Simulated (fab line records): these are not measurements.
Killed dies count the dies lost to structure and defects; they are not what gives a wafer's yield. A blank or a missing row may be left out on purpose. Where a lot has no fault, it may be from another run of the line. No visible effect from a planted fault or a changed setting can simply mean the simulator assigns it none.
What tool caused it?	flow n5 finfet	24 lots with 72 wafers sampled at 6 steps, on a route of 1938 steps

## WHAT THE GAUGES READ, wafer by wafer
N5_WELL_APT_CD_MEAS_25: target cd 200 nm. Usual: 200.3 nm for cd nm, sd 2.7.
lot	measured	on	cd nm (nm)	flag
L074	day 1 14:56	cd sem-02	196.9 199.9 201.5	
L075	day 1 21:11	cd sem-01	199.2 196.3 202.1	
L076	day 2 03:07	cd sem-01	200.9 201.0 199.8	
L077	day 2 08:49	cd sem-02	203.2 198.9 200.7	
L078	day 2 15:30	cd sem-03	197.3 200.1 200.2	
L079	day 2 20:49	cd sem-03	194.4 199.3 197.6	
L080	day 3 02:43	cd sem-02	202.9 202.0 200.5	
L081	day 3 08:56	cd sem-01	198.4 206.4 199.4	
L082	day 3 14:57	cd sem-01	199.2 204.5 197.3	
L083	day 3 21:25	cd sem-01	197.8 206.5 198.7	
L084	day 4 02:56	cd sem-03	199.4 201.0 204.4	
L085	day 4 08:56	cd sem-01	200.7 205.1 201.1	
L086	day 4 14:51	cd sem-02	202.9 206.0 198.4	
L087	day 4 20:59	cd sem-01	203.0 201.0 205.6	
L088	day 5 03:03	cd sem-02	196.4 201.9 202.4	
L089	day 5 09:04	cd sem-01	205.6 200.2 199.3	
L090	day 5 14:58	cd sem-01	202.6 205.5 200.5	
L091	day 5 20:58	cd sem-03	197.6 198.2 196.6	
L092	day 6 03:47	cd sem-01	196.3 198.5 201.2	
L093	day 6 09:31	cd sem-02	194.8 200.0 198.2	
L094	day 6 14:50	cd sem-02	198.3 204.5 198.5	
L095	day 6 20:48	cd sem-02	201.8 201.6 199.3	
L096	day 7 02:54	cd sem-01	203.6 201.7 199.7	
L097	day 7 09:15	cd sem-02	202.0 201.0 206.7	

N5_PMOS_HMC_CHANNEL_EPI_INSPECT_30: inspects for defects (darkfield). Usual: 18 for raw defect count, sd 5.8.
lot	measured	on	raw defect count	flag
L074	day 1 21:35	defect inspect-01	11 28 24	
L075	day 2 03:05	defect inspect-01	17 17 12	
L076	day 2 08:26	defect inspect-01	10 28 13	
L077	day 2 14:56	defect inspect-01	23 16 15	
L078	day 2 20:44	defect inspect-02	13 18 20	
L079	day 3 02:20	defect inspect-02	18 27 23	
L080	day 3 07:44	defect inspect-01	16 11 13	
L081	day 3 14:16	defect inspect-02	22 24 10	
L082	day 3 20:16	defect inspect-02	16 10 11	
L083	day 4 02:47	defect inspect-01	22 10 14	
L084	day 4 07:55	defect inspect-01	16 17 9	
L085	day 4 14:26	defect inspect-02	14 19 25	
L086	day 4 20:20	defect inspect-01	10 23 17	
L087	day 5 02:07	defect inspect-01	11 21 16	
L088	day 5 08:14	defect inspect-01	17 14 16	
L089	day 5 14:44	defect inspect-01	9 19 23	
L090	day 5 19:52	defect inspect-01	38 14 19	
L091	day 6 02:59	defect inspect-01	17 15 13	
L092	day 6 08:57	defect inspect-02	14 20 16	
L093	day 6 14:33	defect inspect-01	10 27 36	
L094	day 6 19:52	defect inspect-02	18 15 16	
L095	day 7 01:53	defect inspect-02	13 15 23	
L096	day 7 08:27	defect inspect-02	14 13 12	
L097	day 7 14:14	defect inspect-02	18 23 22	

N5_FIN_SAQP_THK_MEAS_07. Usual: 59.9 nm for thk nm, sd 1.
lot	measured	on	thk nm (nm)	flag
L074	day 1 22:53	film metro-01	60.2 60.5 61.0	
L075	day 2 04:00	film metro-02	60.4 60.1 59.4	
L076	day 2 09:23	film metro-01	59.5 60.5 60.7	
L077	day 2 15:52	film metro-01	59.4 61.6 59.5	
L078	day 2 21:41	film metro-01	60.2 61.5 60.7	
L079	day 3 03:17	film metro-02	59.7 60.4 60.6	
L080	day 3 08:58	film metro-01	59.0 59.2 59.1	
L081	day 3 15:10	film metro-01	59.7 59.9 59.4	
L082	day 3 22:00	film metro-01	60.1 60.3 60.8	
L083	day 4 05:10	film metro-01	60.8 62.5 62.2	
L084	day 4 09:35	film metro-01	59.8 60.5 60.8	
L085	day 4 15:18	film metro-01	58.6 58.8 59.3	
L086	day 4 22:58	film metro-02	59.0 59.7 58.8	
L087	day 5 04:04	film metro-02	58.1 58.4 60.2	
L088	day 5 09:04	film metro-02	58.8 59.4 59.2	
L089	day 5 16:02	film metro-01	61.1 59.0 60.5	
L090	day 5 21:01	film metro-02	57.8 59.0 59.3	
L091	day 6 04:05	film metro-02	58.6 60.0 59.6	
L092	day 6 09:47	film metro-02	61.1 59.0 59.4	
L093	day 6 15:25	film metro-02	60.6 62.1 60.0	
L094	day 6 20:44	film metro-02	60.9 61.4 62.7	
L095	day 7 02:48	film metro-01	59.3 60.5 59.5	
L096	day 7 09:17	film metro-01	58.8 57.1 61.3	
L097	day 7 15:05	film metro-02	57.4 59.2 61.4	

N5_FIN_SAQP_CD_MEAS_31: target cd 8 nm. Usual: 8.09 nm for cd nm, sd 0.24.
lot	measured	on	cd nm (nm)	flag
L074	day 2 03:55	cd sem-03	7.97 7.90 8.32	
L075	day 2 08:26	cd sem-02	7.81 7.69 7.49	
L076	day 2 13:31	cd sem-01	8.07 8.11 8.47	
L077	day 2 21:07	cd sem-03	8.21 8.13 7.78	
L078	day 3 02:16	cd sem-01	7.96 8.24 8.19	
L079	day 3 08:34	cd sem-01	8.49 8.42 7.79	
L080	day 3 13:26	cd sem-01	7.64 8.00 8.24	
L081	day 3 19:37	cd sem-01	7.97 8.14 7.97	
L082	day 4 02:27	cd sem-02	8.08 8.06 8.21	
L083	day 4 10:02	cd sem-03	8.18 8.12 8.13	
L084	day 4 14:35	cd sem-02	8.14 8.31 8.03	
L085	day 4 20:00	cd sem-01	8.25 7.65 8.29	
L086	day 5 04:04	cd sem-03	8.02 8.14 8.18	
L087	day 5 08:17	cd sem-01	8.49 8.15 8.39	
L088	day 5 13:28	cd sem-02	8.05 7.89 8.08	
L089	day 5 20:19	cd sem-01	7.93 7.80 8.08	
L090	day 6 01:10	cd sem-02	8.32 8.31 8.04	
L091	day 6 09:01	cd sem-03	7.77 7.81 8.29	
L092	day 6 14:04	cd sem-01	8.09 8.16 8.21	
L093	day 6 19:32	cd sem-03	8.01 7.93 8.08	
L094	day 7 02:32	cd sem-03	7.90 7.94 7.78	
L095	day 7 07:11	cd sem-01	7.95 7.75 7.84	
L096	day 7 15:46	cd sem-01	8.35 8.00 8.21	
L097	day 7 19:43	cd sem-03	8.14 8.01 8.48	

## WHICH TOOL RAN EACH LOT (tool, then ch and the chambers of the sampled wafers, then the start)
lot	N5_FIN_SAQP_RECESS_75	N5_FIN_SAQP_STRIP_70
L074	vapor etch-02 ch 0,1, day 2 01:04	rie diel-05 ch 0,2,3, day 2 03:11
L075	vapor etch-01 ch 0,1, day 2 05:24	rie diel-01 ch 0,1,2, day 2 07:23
L076	vapor etch-01 ch 1, day 2 10:33	rie diel-04 ch 0,1, day 2 12:40
L077	vapor etch-02 ch 0,1, day 2 17:03	rie diel-01 ch 0,1,2, day 2 20:22
L078	vapor etch-02 ch 0, day 2 22:59	rie diel-01 ch 2,3, day 3 01:06
L079	vapor etch-02 ch 0, day 3 04:56	rie diel-04 ch 1,2, day 3 07:49
L080	vapor etch-02 ch 0,1, day 3 10:21	rie diel-05 ch 0,1,3, day 3 12:41
L081	vapor etch-02 ch 0,1, day 3 16:28	rie diel-01 ch 0,2,3, day 3 18:53
L082	vapor etch-02 ch 0,1, day 3 23:19	rie diel-01 ch 0,1,2, day 4 01:43
L083	vapor etch-02 ch 0,1, day 4 06:37	rie diel-04 ch 0,2,3, day 4 08:44
L084	vapor etch-02 ch 0,1, day 4 11:07	rie diel-05 ch 0,3, day 4 13:14
L085	vapor etch-02 ch 0,1, day 4 16:35	rie diel-01 ch 1,2,3, day 4 18:50
L086	vapor etch-02 ch 0,1, day 5 00:18	rie diel-04 ch 0,1,2, day 5 02:49
L087	vapor etch-02 ch 0,1, day 5 05:23	rie diel-05 ch 0,1,2, day 5 07:34
L088	vapor etch-01 ch 0,1, day 5 10:36	rie diel-05 ch 0,1, day 5 12:44
L089	vapor etch-01 ch 0,1, day 5 17:20	rie diel-05 ch 1,2,3, day 5 19:33
L090	vapor etch-02 ch 0, day 5 22:17	rie diel-04 ch 1,2, day 6 00:27
L091	vapor etch-01 ch 0,1, day 6 05:22	rie diel-05 ch 0,1, day 6 08:16
L092	vapor etch-02 ch 1, day 6 11:13	rie diel-05 ch 0,2, day 6 13:20
L093	vapor etch-01 ch 0,1, day 6 16:42	rie diel-05 ch 1,2, day 6 18:49
L094	vapor etch-01 ch 0,1, day 6 22:22	rie diel-01 ch 0,2,3, day 7 01:35
L095	vapor etch-01 ch 0,1, day 7 04:13	rie diel-04 ch 0,2,3, day 7 06:28
L096	vapor etch-01 ch 0,1, day 7 11:11	rie diel-01 ch 0,1,3, day 7 14:37
L097	vapor etch-02 ch 0,1, day 7 16:38	rie diel-05 ch 0,1,3, day 7 18:53
- N5_FIN_SAQP_RECESS_75: chemistry HF/NH3, target SiO2, target depth 14.4 nm, afs cycles 3, sublimation time 60 s.
- N5_FIN_SAQP_STRIP_70: strips in N2/H2.

## AS READ BY THE TOOLS THEMSELVES (means over the sampled wafers that have a number; for cases with no such wafer, the mark the record gives instead)
N5_FIN_SAQP_RECESS_75. Usual: drypump motor current A 5.6 A, standard deviation 0.34; temp c 29.99 C, standard deviation 0.1.
lot	tool	drypump motor current A (A)	temp c (C)	flag
L074	vapor etch-02	5.4	29.98	
L075	vapor etch-01	5.9	29.90	
L076	vapor etch-01	5.9	30.05	
L077	vapor etch-02	5.4	30.04	
L078	vapor etch-02	5.6	29.90	
L079	vapor etch-02	5.6	29.99	
L080	vapor etch-02	5.2	30.01	
L081	vapor etch-02	5.3	29.95	
L082	vapor etch-02	5.2	30.03	
L083	vapor etch-02	5.4	29.96	
L084	vapor etch-02	5.3	30.11	
L085	vapor etch-02	5.4	29.96	
L086	vapor etch-02	5.3	29.95	
L087	vapor etch-02	5.3	29.99	
L088	vapor etch-01	6.0	30.04	
L089	vapor etch-01	6.0	29.99	
L090	vapor etch-02	5.6	30.01	
L091	vapor etch-01	5.9	29.99	
L092	vapor etch-02	5.1	29.92	
L093	vapor etch-01	6.0	30.03	
L094	vapor etch-01	6.0	30.01	
L095	vapor etch-01	6.0	29.92	
L096	vapor etch-01	5.9	30.00	
L097	vapor etch-02	5.2	29.94	

N5_FIN_SAQP_STRIP_70. Usual: bias power w 27.99 W (standard deviation 0.083); drypump motor current A 5.6 A (standard deviation 0.42); oes product au 0.77 a.u. (standard deviation 0.06); rf vpp V 121.8 V (standard deviation 0.98); showerhead plenum p Torr 3.33 Torr (standard deviation 0.12); temp c 39.99 C (standard deviation 0.12); throttle valve pct 18.8 % (standard deviation 0.38).
lot	tool	bias power w (W)	drypump motor current A (A)	oes product au (a.u.)	rf vpp V (V)	showerhead plenum p Torr (Torr)	temp c (C)	throttle valve pct (%)	flag
L074	rie diel-05	28.03	5.3	0.75	120.9	3.28	40.07	18.5	
L075	rie diel-01	28.01	5.7	0.78	122.6	3.47	39.99	19.2	
L076	rie diel-04	27.92	6.0	0.79	121.4	3.30	40.02	18.9	
L077	rie diel-01	28.02	5.8	0.77	122.1	3.47	39.87	19.2	
L078	rie diel-01	27.96	5.1	0.79	122.2	3.28	40.02	19.0	
L079	rie diel-04	27.99	5.8	0.71	122.5	3.37	40.01	19.2	
L080	rie diel-05	28.00	5.6	0.76	120.8	3.25	40.11	18.7	
L081	rie diel-01	27.97	5.5	0.75	122.4	3.35	39.97	19.1	
L082	rie diel-01	27.95	5.7	0.77	122.0	3.46	39.98	19.2	
L083	rie diel-04	27.98	5.6	0.87	121.5	3.35	39.94	18.8	
L084	rie diel-05	27.98	5.4	0.72	121.6	3.18	39.82	18.6	
L085	rie diel-01	27.99	5.3	0.79	121.8	3.39	39.99	19.1	
L086	rie diel-04	27.99	5.8	0.84	120.3	3.35	40.03	18.9	
L087	rie diel-05	27.89	5.5	0.76	121.2	3.33	40.03	18.8	
L088	rie diel-05	27.88	5.5	0.78	121.5	3.27	40.00	19.0	
L089	rie diel-05	28.03	5.7	0.74	121.9	3.30	40.08	18.5	
L090	rie diel-04	28.04	6.0	0.81	121.6	3.29	40.07	18.9	
L091	rie diel-05	28.08	5.8	0.79	122.3	3.30	39.84	19.0	
L092	rie diel-05	28.00	5.2	0.73	122.1	3.35	39.91	18.5	
L093	rie diel-05	27.90	5.6	0.74	123.0	3.39	40.13	18.5	
L094	rie diel-01	28.01	5.5	0.73	121.8	3.33	39.96	19.1	
L095	rie diel-04	27.97	5.6	0.82	121.3	3.34	39.97	18.8	
L096	rie diel-01	27.99	5.7	0.76	122.0	3.39	40.06	18.9	
L097	rie diel-05	27.98	5.6	0.74	121.1	3.23	39.94	18.8	

## THE ANSWER, worked out from the rows above alone
Rule: a lot is off if the mean of its wafers that have a number lies more than 3 standard deviations from the usual mean. A lot without any number at a reading at which 4 lots or more have one is off too. Any other lot the step has rows for is counted as sound. First the gauges in route order, then the tools' own readings, where a lot's mean is used as printed above. At the first step where some lot is off, the reading lying furthest off is the one used; lots without a number count as furthest.
None of the lots is off at any reading shown; this tells nothing.

## WHAT HAD BEEN PUT IN BY THE SIMULATOR
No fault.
